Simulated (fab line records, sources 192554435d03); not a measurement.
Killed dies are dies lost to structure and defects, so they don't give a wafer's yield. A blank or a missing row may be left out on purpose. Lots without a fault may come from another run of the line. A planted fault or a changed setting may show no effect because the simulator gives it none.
One fault seen from 2 desks | flow n5_finfet | each desk has only its own numbers; what lay behind them comes last

THE DEFECT DESK
What the inspections along the route counted, lot by lot: means of the sampled wafers that have a number. A lot is out of limits, marked OUT, if its mean lies more than 4 standard deviations from the usual mean; the brackets give that distance.
Columns: A = raw_defect_count at N5_BEOL_M10_INSPECT_58, usual 69; B = raw_defect_count at N5_BEOL_M11_INSPECT_13, usual 406; C = raw_defect_count at N5_BEOL_M11_INSPECT_30, usual 414
lot  | first seen here | A  | B   | C
L814 | day 11 14:55    | 54 | 448 | 465
L817 | day 12 04:11    | 63 | 454 | 510
L816 | day 12 09:14    | 52 | 475 | 418
L818 | day 12 21:59    | 53 | 290 | 255
L822 | day 14 05:11    | 56 | 359 | 345
L823 | day 14 05:38    | 76 | 604 | 614
L826 | day 14 12:27    | 78 | 315 | 323
L827 | day 15 05:19    | 73 | 675 | 581
L832 | day 16 08:13    | 79 | 615 | 600
This desk's finding: nothing out of limits on any of the 9 lots.

THE TOOL OWNER'S DESK: pecvd-04
The tool's own readings at N5_BEOL_M11_PECVD_70 (deposits SiO2 from TEOS/O2, target thk 20 nm, time 22.7 s): means of the sampled wafers that have a number, for each lot that ran on this tool. A lot is out of limits, marked OUT, if its mean lies more than 4 standard deviations from the usual mean; the brackets give that distance.
Columns: A = heater_power_w at N5_BEOL_M11_PECVD_70, usual 709 W; B = showerhead_plenum_p_Torr at N5_BEOL_M11_PECVD_70, usual 8.77 Torr; C = throttle_valve_pct at N5_BEOL_M11_PECVD_70, usual 23.1 %
lot  | first seen here | A   | B    | C
L814 | day 11 15:35    | 729 | 8.79 | 21.6
L817 | day 12 04:52    | 688 | 8.78 | 22.7
L816 | day 12 09:54    | 716 | 8.78 | 22.6
L818 | day 12 23:05    | 777 | 8.78 | 21.3
L822 | day 14 05:50    | 732 | 8.77 | 22.8
L823 | day 14 06:18    | 807 | 8.80 | 24.1
L827 | day 15 05:59    | 713 | 8.78 | 22.9
This desk's finding: nothing out of limits on any of the 7 lots.

PUT TOGETHER
The defect desk saw nothing out of limits.
The tool owner's desk saw nothing out of limits.

WHAT THE SIMULATOR HAD PUT IN
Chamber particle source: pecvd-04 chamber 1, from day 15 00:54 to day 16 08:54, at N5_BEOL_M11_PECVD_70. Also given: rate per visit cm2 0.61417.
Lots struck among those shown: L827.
